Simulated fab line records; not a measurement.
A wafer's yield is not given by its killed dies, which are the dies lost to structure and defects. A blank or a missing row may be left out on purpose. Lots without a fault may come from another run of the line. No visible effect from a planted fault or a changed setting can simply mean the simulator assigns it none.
Split-lot study -- flow n5_finfet -- 7 lots, 21 wafers read, on a route of 1938 steps

== ABOUT THE SPLIT ==
At N5_BEOL_M2_DESCUM_33 (chemistry O2, time 7 s), the setting time_s was moved away from the recipe's 7 s on 3 of the 21 wafers read, by +9.9% to +19.9%. The other wafers ran this setting at the recipe's value.

Split to reading: the file shows no intervening step.

== THE READING ==
CAR-EUV_of_BEOL_M2_COAT_22.thk_nm (the simulator's own value, which no gauge read), in nm, at N5_BEOL_M2_ETCH_77 (etches underlayer in N2/H2, target depth 6.5 nm, time 5.2 s). No usual value for it is given in the file. Across the 18 wafers here that went through the recipe, the average is 20.3 nm and the standard deviation 0.12 nm.

wafer,"tool, chamber at the split","time_s as run, s",against the recipe,"CAR-EUV_of_BEOL_M2_COAT_22.thk_nm, nm",against lot-mates on the recipe
L075.4,"rie_diel-02, 2,1",7,recipe,20.2,-
L075.5,"rie_diel-02, 2,1",7,recipe,20.2,-
L075.6,"rie_diel-02, 2",7,recipe,20,-
L076.1,"rie_diel-03, 3,2,1",7,recipe,20.4,-
L076.3,"rie_diel-03, 3,2,1",7,recipe,20.4,-
L076.6,"rie_diel-03, 3,2,1",7,recipe,20.4,-
L077.1,"rie_diel-02, 1",8.395,+19.9%,19.8,-0.6
L077.5,"rie_diel-02, 0",8.395,+19.9%,19.8,-0.6
L077.2,"rie_diel-02, 3",7,recipe,20.4,-
L078.1,"rie_diel-05, 2,3",7,recipe,20.4,-
L078.4,"rie_diel-05, 2,3",7,recipe,20.4,-
L078.5,"rie_diel-05, 2",7,recipe,20.4,-
L092.3,"rie_diel-02, 0",7,recipe,20.4,-
L092.5,"rie_diel-02, 3",7,recipe,20.4,-
L092.4,"rie_diel-02, 1",7.691,+9.9%,20,-0.4
L095.3,"rie_diel-05, 2",7,recipe,20.4,-
L095.4,"rie_diel-05, 2,0",7,recipe,20.4,-
L095.5,"rie_diel-05, 2,0",7,recipe,20.4,-
L096.1,"rie_diel-03, 0,3,2",7,recipe,20.4,-
L096.2,"rie_diel-03, 0,3,2",7,recipe,20.2,-
L096.4,"rie_diel-03, 0,3,2",7,recipe,20.2,-
If several chambers appear in one row, that row covers several wafers at once and the file leaves open which wafer was in which chamber.

THE FIT
A straight line over all 21 wafers: CAR-EUV_of_BEOL_M2_COAT_22.thk_nm changes by -0.0274 nm for each +1% of time_s; r = -0.84; the points scatter about the line by 0.11 nm.
The same after taking each lot's own level away (the mean of its wafers on the recipe; 21 wafers): -0.0311 nm for each +1%; r = -0.96; scatter 0.057 nm.
That fit puts the effect of the largest move of time_s on the reading at 0.62 nm.
Across the lots, their own levels run from 20.13 to 20.40 nm, a range of 2.3 times the standard deviation given above.
In other words, the slope is changed by the lot-to-lot level; the two fits disagree.
Check: for one of the wafers moved furthest among these (+19.9%), held out of the fit, the line's prediction against its lot-mates is -0.64 nm. It came out at -0.6 nm against them.

== FURTHER SPLITS ON THESE WAFERS ==
Before the reading, these wafers also passed through other splits. Each is held against what the fit with the lots' levels taken away leaves over:
other split on the same wafers,wafers away from the commonest value,r with CAR-EUV_of_BEOL_M2_COAT_22.thk_nm (lot level and that fit taken away)
N5_MOL_CONTACT_COAG_COAT_76 spin_rpm,5,-0.01
N5_BEOL_M0_CUTY_EXPOSE_54 dose_mj,4,+0.03
N5_BEOL_M0_ETCH_128 source_w,7,+0.11
N5_BEOL_M0_TRENCH_ETCH_107 target_depth_a,4,-0.18

== THE WHOLE CHAIN: every reading that the file lists as answering this split, in the file's order ==
step,what it does,reading,change (the file's fit),r (the file's)
N5_BEOL_M2_DESCUM_33,"chemistry O2, time 7 s","CAR-EUV_of_BEOL_M2_COAT_22.thk_nm (the simulator's own value, which no gauge read)",-0.0382 nm for each +1% of the setting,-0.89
N5_BEOL_M2_ETCH_77,"etches underlayer in N2/H2, target depth 6.5 nm, time 5.2 s","CAR-EUV_of_BEOL_M2_COAT_22.thk_nm (the simulator's own value, which no gauge read)",-0.0322 nm for each +1% of the setting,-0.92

== THE FILE'S OWN FIT ==
CAR-EUV_of_BEOL_M2_COAT_22.thk_nm changes by -0.0322 nm for each +1% of time_s, r = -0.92.
